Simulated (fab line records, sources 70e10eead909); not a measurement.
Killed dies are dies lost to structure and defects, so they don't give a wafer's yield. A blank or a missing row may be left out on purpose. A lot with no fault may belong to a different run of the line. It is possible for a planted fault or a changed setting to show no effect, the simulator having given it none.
Matching of chambers    flow nand harc    cmp-04 running NHARC_A_DECK1_JOINT_CMP_02: 4 sister chambers
The step polishes SiOx. 8 wafers are shown with their chamber, then 12 later ones without.

WAFERS WITH THEIR CHAMBER
wafer   chamber  motor current A (A)
L079.5  3        11.5
L085.1  2        10.1
L085.4  3        11.2
L088.5  2        10.0
L088.6  1        11.5
L090.1  1        11.0
L090.2  0        9.8
L090.5  0        9.8

WAFERS WITH NO CHAMBER GIVEN
wafer   motor current A (A)
L091.2  9.6
L091.4  12.1
L091.5  11.8
L093.1  9.7
L093.4  11.7
L093.6  9.8
L095.2  11.8
L095.4  11.9
L095.6  11.6
L096.2  9.7
L096.4  11.7
L096.6  10.3

THE CHAMBER EACH PASSED THROUGH
wafer   from the rows above      in truth
L091.2  can't be placed: 0 or 2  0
L091.4  can't be placed: 3 or 1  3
L091.5  can't be placed: 3 or 1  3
L093.1  can't be placed: 0 or 2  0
L093.4  can't be placed: 3 or 1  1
L093.6  can't be placed: 0 or 2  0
L095.2  can't be placed: 3 or 1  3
L095.4  can't be placed: 3 or 1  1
L095.6  can't be placed: 3 or 1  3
L096.2  can't be placed: 0 or 2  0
L096.4  can't be placed: 3 or 1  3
L096.6  can't be placed: 2 or 0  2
Correct placement for 0 of the 12. These rows do not allow placing 12 (true chamber among the candidates in 12). 0 placed wrongly.
How it was worked out, from the rows above alone: a wafer's distance from a chamber is the root of the sum, over the readings, of the square of ((its reading less the chamber's mean) divided by the reading's scatter). If the next closest chamber is less than 2 further off than the closest, the wafer can't be placed; otherwise it belongs to the closest. The mean given for a chamber averages the wafers shown for that chamber. The scatter is the square root of a quotient: the sum, over the shown wafers, of each reading's squared deviation from its chamber's mean, divided by wafers minus chambers.
